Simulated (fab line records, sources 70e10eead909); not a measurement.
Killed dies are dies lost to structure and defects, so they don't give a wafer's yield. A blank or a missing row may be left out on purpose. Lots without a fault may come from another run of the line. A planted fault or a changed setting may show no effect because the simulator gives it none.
Chamber matching | flow nand_harc | NHARC_P_CONTACT_ETCH_35 on rie_diel-01: 4 sister chambers
The step etches the open film in CF4, target depth 39 nm, time 65 s. 22 wafers are shown with their chamber, then 11 later ones without.

WAFERS WITH THEIR CHAMBER
wafer  | chamber | drypump_motor_current_A (A) | showerhead_plenum_p_Torr (Torr) | oes_product_au (a.u.)
L078.1 | 0       | 5.1                         | 1.67                            | 1.013
L078.5 | 2       | 4.9                         | 1.84                            | 1.039
L078.6 | 3       | 6.8                         | 1.70                            | 0.988
L081.2 | 3       | 6.8                         | 1.70                            | 0.977
L081.3 | 0       | 5.1                         | 1.67                            | 1.012
L081.6 | 3       | 6.8                         | 1.70                            | 0.971
L082.1 | 1       | 5.5                         | 1.74                            | 1.002
L082.4 | 0       | 5.1                         | 1.66                            | 1.017
L082.6 | 2       | 4.9                         | 1.83                            | 1.026
L083.1 | 3       | 6.7                         | 1.70                            | 0.984
L083.2 | 0       | 5.1                         | 1.67                            | 1.025
L083.6 | 0       | 5.1                         | 1.67                            | 1.013
L084.2 | 3       | 6.7                         | 1.70                            | 0.983
L084.4 | 2       | 4.9                         | 1.83                            | 1.028
L084.6 | 2       | 4.9                         | 1.83                            | 1.033
L088.2 | 3       | 6.8                         | 1.70                            | 0.971
L088.3 | 1       | 5.5                         | 1.74                            | 1.002
L088.6 | 3       | 6.8                         | 1.70                            | 0.983
L087.1 | 1       | 5.5                         | 1.74                            | 1.007
L087.4 | 0       | 5.1                         | 1.66                            | 1.013
L087.6 | 0       | 5.1                         | 1.66                            | 1.015
L089.1 | 0       | 5.1                         | 1.66                            | 1.024

SIGNATURES (means of the wafers above)
reading                  | chamber 0 | chamber 1 | chamber 2 | chamber 3 | scatter within a chamber
drypump_motor_current_A  | 5.100     | 5.500     | 4.900     | 6.771     | 0.0282
showerhead_plenum_p_Torr | 1.6650    | 1.7400    | 1.8325    | 1.7000    | 0.00391
oes_product_au           | 1.01650   | 1.00367   | 1.03150   | 0.97957   | 0.00564
Rule: a wafer's distance from a chamber is the root of the sum, over the readings, of the square of ((its reading less the chamber's mean) divided by the reading's scatter). The wafer belongs to the nearest chamber; if the next one is less than 2 further off, it can't be placed. The scatter: the root of (the sum of the squares of (reading less its chamber's mean) over the shown wafers, divided by (wafers less chambers)).

WAFERS WITHOUT THEIR CHAMBER
wafer  | drypump_motor_current_A (A) | showerhead_plenum_p_Torr (Torr) | oes_product_au (a.u.)
L089.4 | 4.9                         | 1.83                            | 1.017
L089.6 | 6.8                         | 1.69                            | 0.975
L091.4 | 5.5                         | 1.74                            | 1.002
L091.5 | 5.5                         | 1.74                            | 1.013
L091.6 | 5.1                         | 1.66                            | 1.020
L095.1 | 6.7                         | 1.69                            | 0.984
L095.3 | 5.1                         | 1.66                            | 1.026
L095.6 | 5.1                         | 1.66                            | 1.025
L097.3 | 4.9                         | 1.83                            | 1.025
L097.4 | 6.8                         | 1.69                            | 0.980
L097.6 | 4.9                         | 1.83                            | 1.017

WHICH CHAMBER EACH WENT THROUGH
wafer  | from the rows above | in truth
L089.4 | 2                   | 2
L089.6 | 3                   | 3
L091.4 | 1                   | 1
L091.5 | 1                   | 1
L091.6 | 0                   | 0
L095.1 | 3                   | 3
L095.3 | 0                   | 0
L095.6 | 0                   | 0
L097.3 | 2                   | 2
L097.4 | 3                   | 3
L097.6 | 2                   | 2
Placed correctly: 11 of 11. Can't be placed from these rows: 0. Placed wrongly: 0.
